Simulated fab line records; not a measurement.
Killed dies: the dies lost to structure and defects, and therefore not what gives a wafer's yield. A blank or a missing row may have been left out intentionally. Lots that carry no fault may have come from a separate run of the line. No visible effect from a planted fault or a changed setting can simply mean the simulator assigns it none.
Chamber matching	flow n5Finfet	4 sister chambers for N5_BEOL_M11_ETCH_61 on rieDiel-06
The step etches SiARC in CF4, target depth 39 nm, time 65 s. 16 wafers are shown with their chamber, then 8 later ones without.

WAFERS WITH THEIR CHAMBER
wafer	chamber	drypumpMotorCurrentA (A)	showerheadPlenumPTorr (Torr)	throttleValvePct (%)
L077.1	0	5.78	2.20	15.68
L077.2	1	6.49	2.19	15.38
L077.5	3	5.79	2.13	16.03
L080.1	0	5.79	2.20	15.68
L080.3	3	5.78	2.13	16.04
L080.5	1	6.50	2.19	15.39
L082.1	0	5.80	2.20	15.70
L082.2	3	5.76	2.13	16.07
L082.6	3	5.77	2.13	16.08
L087.1	2	6.03	2.09	15.66
L087.4	1	6.52	2.18	15.42
L087.6	3	5.80	2.13	16.09
L090.2	1	6.48	2.18	15.45
L090.5	1	6.49	2.18	15.45
L090.6	2	6.04	2.08	15.67
L092.2	3	5.79	2.13	15.61

SIGNATURES, as means of the wafers listed above
reading	chamber 0	chamber 1	chamber 2	chamber 3	scatter within a chamber
drypumpMotorCurrentA	5.7900	6.4960	6.0350	5.7817	0.0137
showerheadPlenumPTorr	2.2000	2.1840	2.0850	2.1300	0.00376
throttleValvePct	15.6867	15.4180	15.6650	15.9867	0.122
Rule: distance of a wafer from a chamber = root of the sum over the readings of ((wafer's reading minus chamber's mean) / reading's scatter) squared. The wafer belongs to the nearest chamber; if the next one is less than 2 further off, it can't be placed. The scatter is the square root of a quotient: the sum, over the shown wafers, of each reading's squared deviation from its chamber's mean, divided by wafers minus chambers.

WAFERS MISSING THEIR CHAMBER
wafer	drypumpMotorCurrentA (A)	showerheadPlenumPTorr (Torr)	throttleValvePct (%)
L092.3	5.79	2.19	15.75
L092.5	6.50	2.18	15.45
L097.1	6.51	2.18	15.46
L097.2	5.79	2.19	15.76
L097.6	5.79	2.12	15.61
L096.3	5.77	2.19	15.76
L096.5	5.75	2.12	15.63
L096.6	6.50	2.18	15.45

WHICH CHAMBER EACH WENT THROUGH
wafer	from the rows above	in truth
L092.3	0	0
L092.5	1	1
L097.1	1	1
L097.2	0	0
L097.6	3	3
L096.3	0	0
L096.5	3	3
L096.6	1	1
8 of 8 placed correctly. Number that these rows cannot place: 0. 0 placed wrongly.
